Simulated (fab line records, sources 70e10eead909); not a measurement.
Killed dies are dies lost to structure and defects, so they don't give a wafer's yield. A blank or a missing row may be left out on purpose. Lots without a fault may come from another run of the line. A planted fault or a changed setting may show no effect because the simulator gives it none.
Which tool did it? | flow nand_harc | 15 lots, 44 wafers sampled, at 4 steps of a route of 1302

WHAT THE GAUGES READ, wafer by wafer
NHARC_A_ONON_D1_THK_MEAS_05: measures by ellipsometry.
lot  | measured     | on            | thk_nm (nm)
L626 | day 7 17:21  | film_metro-02 | 1007 1008 1007
L628 | day 8 12:22  | film_metro-02 | 983 987 986
L629 | day 9 05:42  | film_metro-02 | 1002 1005 1004
L635 | day 11 21:49 | film_metro-02 | 644 644
L636 | day 11 21:48 | film_metro-01 | 1000 998 1002
L637 | day 12 07:35 | film_metro-01 | 646 999 1000
L638 | day 12 14:50 | film_metro-02 | 637 992 993
L640 | day 13 23:45 | film_metro-02 | 992 992 993
L643 | day 15 00:33 | film_metro-02 | 999 1001 1000
L645 | day 15 14:16 | film_metro-02 | 986 986 986
L644 | day 15 14:18 | film_metro-01 | 997 998 998
L646 | day 16 06:04 | film_metro-01 | 1022 1022 1023
L647 | day 16 18:19 | film_metro-01 | 1005 1006 1004
L648 | day 16 22:45 | film_metro-01 | 1001 1001 1002
L649 | day 16 22:43 | film_metro-01 | 1013 1012 1012

NHARC_END_SORT_01.
lot  | measured     | on        | killed_at_array | killed_at_other | killed_at_periphery | killed_dies | killed_open | killed_short
L637 | day 29 02:55 | prober-02 | 668 59 40       | 1 2 0           | 8 4 9               | 677 65 49   | 1 2 1       | 1 1 1
L638 | day 29 02:52 | prober-01 | 663 20 22       | 2 4 1           | 12 4 7              | 677 28 30   | 3 2 2       | 2 2 3

WHICH TOOL RAN EACH LOT (tool, then ch and the chambers of the sampled wafers, then the start)
lot  | NHARC_P_BONDPAD_PVD_27                  | NHARC_A_ONON_D1_DEP_03
L626 | pvd_sputter-03, day 7 16:57 or earlier  | pecvd_onon-03 ch 0, day 7 16:57
L628 | pvd_sputter-02, day 8 11:50 or earlier  | pecvd_onon-01 ch 0, day 8 11:50
L629 | pvd_sputter-01, day 9 05:15 or earlier  | pecvd_onon-03 ch 0, day 9 05:15
L635 | pvd_sputter-02, day 11 21:17 or earlier | pecvd_onon-03 ch 0, day 11 21:17
L636 | pvd_sputter-03, day 11 21:21 or earlier | pecvd_onon-01 ch 0, day 11 21:21
L637 | pvd_sputter-02, day 12 07:05 or earlier | pecvd_onon-03 ch 0, day 12 07:05
L638 | pvd_sputter-01, day 12 14:20 or earlier | pecvd_onon-03 ch 0, day 12 14:20
L640 | pvd_sputter-01, day 13 23:21 or earlier | pecvd_onon-02 ch 0, day 13 23:21
L643 | pvd_sputter-01, day 15 00:02 or earlier | pecvd_onon-03 ch 0, day 15 00:02
L645 | pvd_sputter-02, day 15 13:46 or earlier | pecvd_onon-03 ch 0, day 15 13:46
L644 | pvd_sputter-03, day 15 13:49 or earlier | pecvd_onon-02 ch 0, day 15 13:49
L646 | pvd_sputter-01, day 16 05:41 or earlier | pecvd_onon-01 ch 0, day 16 05:41
L647 | pvd_sputter-02, day 16 17:52 or earlier | pecvd_onon-03 ch 0, day 16 17:52
L648 | pvd_sputter-01, day 16 22:13 or earlier | pecvd_onon-03 ch 0, day 16 22:13
L649 | pvd_sputter-02, day 16 22:23 or earlier | pecvd_onon-02 ch 0, day 16 22:23
- NHARC_P_BONDPAD_PVD_27: deposits Cu, target thk 30 nm, time 20.49 s.
- NHARC_A_ONON_D1_DEP_03: target thk 1000 nm.

WHAT THE TOOLS THEMSELVES READ (means of the sampled wafers that have a number; where no wafer has one, the mark that the record gives instead)
NHARC_P_BONDPAD_PVD_27.
lot  | tool           | throttle_valve_pct (%)
L626 | pvd_sputter-03 | 30.5
L628 | pvd_sputter-02 | 28.9
L629 | pvd_sputter-01 | 30.1
L635 | pvd_sputter-02 | 29.1
L636 | pvd_sputter-03 | 30.5
L637 | pvd_sputter-02 | 29.1
L638 | pvd_sputter-01 | 30.2
L640 | pvd_sputter-01 | 30.6
L643 | pvd_sputter-01 | 30.7
L645 | pvd_sputter-02 | 29.4
L644 | pvd_sputter-03 | 29.4
L646 | pvd_sputter-01 | 30.3
L647 | pvd_sputter-02 | 31.1
L648 | pvd_sputter-01 | 30.2
L649 | pvd_sputter-02 | 29.7

THE ANSWER, worked out from the rows above alone
Rule: what is usual is taken from the lots themselves. Put in order of their means at a reading, lots are off if they are a third of the lots or fewer, leave a main group of 4 or more, and stand apart from it by a gap of 3 or more times the standard deviation of the main group's means; of several such gaps the widest counts. A main group whose means are all the same, to the digits that the tables above print for the reading, isn't used. A lot without any number at a reading at which 4 lots or more have one is off too. The other lots that the step has rows for count as sound. The gauges are gone through in route order, then the tools' own readings, and for those a lot's mean is taken as printed above. The first step at which some lot is off is used, and at that step the reading that is off furthest; a lot without a number counts as furthest.
Off: L635, L637, L638, at NHARC_A_ONON_D1_THK_MEAS_05 (thk_nm). The main group: mean 1001 nm, standard deviation 10.
A tool fits if, at a process step before that reading, it ran every lot that is off, and no sound lot after the first of them. The gauges at NHARC_A_ONON_D1_THK_MEAS_05 are tried like those tools. NHARC_P_BONDPAD_PVD_27 gives no start for some lots, so the hours and the order of its lots are those of NHARC_A_ONON_D1_DEP_03. None of those tried fits.

WHAT THE SIMULATOR HAD PUT IN
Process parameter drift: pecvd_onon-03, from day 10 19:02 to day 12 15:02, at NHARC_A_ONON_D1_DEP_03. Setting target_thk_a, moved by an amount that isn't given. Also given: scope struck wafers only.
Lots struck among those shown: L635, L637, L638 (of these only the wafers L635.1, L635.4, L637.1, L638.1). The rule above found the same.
